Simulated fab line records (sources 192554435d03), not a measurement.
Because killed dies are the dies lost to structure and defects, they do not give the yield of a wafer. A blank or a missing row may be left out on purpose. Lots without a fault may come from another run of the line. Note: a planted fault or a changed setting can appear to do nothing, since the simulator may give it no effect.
Matching of chambers -- flow n5-finfet -- cmp-01 running N5_BEOL_M11_CMP_52: 4 sister chambers
The step polishes, stops on SiCOH lowk, t overpolish 7 s, target thk 140 nm. 8 wafers are shown with their chamber, then 7 later ones without.

WAFERS WITH THEIR CHAMBER
wafer,chamber,motor-current-A (A),time-to-endpoint-s (s)
L074.5,2,6.1,67.0
L084.4,0,5.4,63.6
L084.6,3,7.1,67.1
L085.1,1,6.8,64.9
L085.2,3,7.0,65.6
L085.6,2,5.5,66.6
L086.2,1,6.7,66.5
L086.3,0,5.5,65.7

WAFERS MISSING THEIR CHAMBER
wafer,motor-current-A (A),time-to-endpoint-s (s)
L086.6,6.4,68.1
L091.2,6.7,67.6
L091.3,6.7,64.8
L091.6,7.2,61.9
L093.1,7.0,68.9
L093.2,5.2,67.6
L093.5,5.2,66.7

CHAMBER TAKEN BY EACH
wafer,from the rows above,in truth
L086.6,can't be placed: 1 or 2 or 3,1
L091.2,can't be placed: 1 or 3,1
L091.3,can't be placed: 1 or 3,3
L091.6,can't be placed: 1 or 3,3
L093.1,can't be placed: 3 or 1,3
L093.2,can't be placed: 2 or 0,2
L093.5,can't be placed: 0 or 2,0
0 of 7 placed correctly. Cannot be placed on the basis of these rows: 7; the candidates contain the true chamber in 7. Placed wrongly: 0.
How it was worked out, from the rows above alone: a wafer's distance from a chamber is the root of the sum, over the readings, of the square of ((its reading less the chamber's mean) divided by the reading's scatter). If the next closest chamber is less than 2 further off than the closest, the wafer can't be placed; otherwise it belongs to the closest. A chamber's mean is the mean of its shown wafers. How the scatter is found: for the shown wafers, subtract from each reading the mean of its chamber, square and add these, divide the total by (wafers less chambers), then take the root.
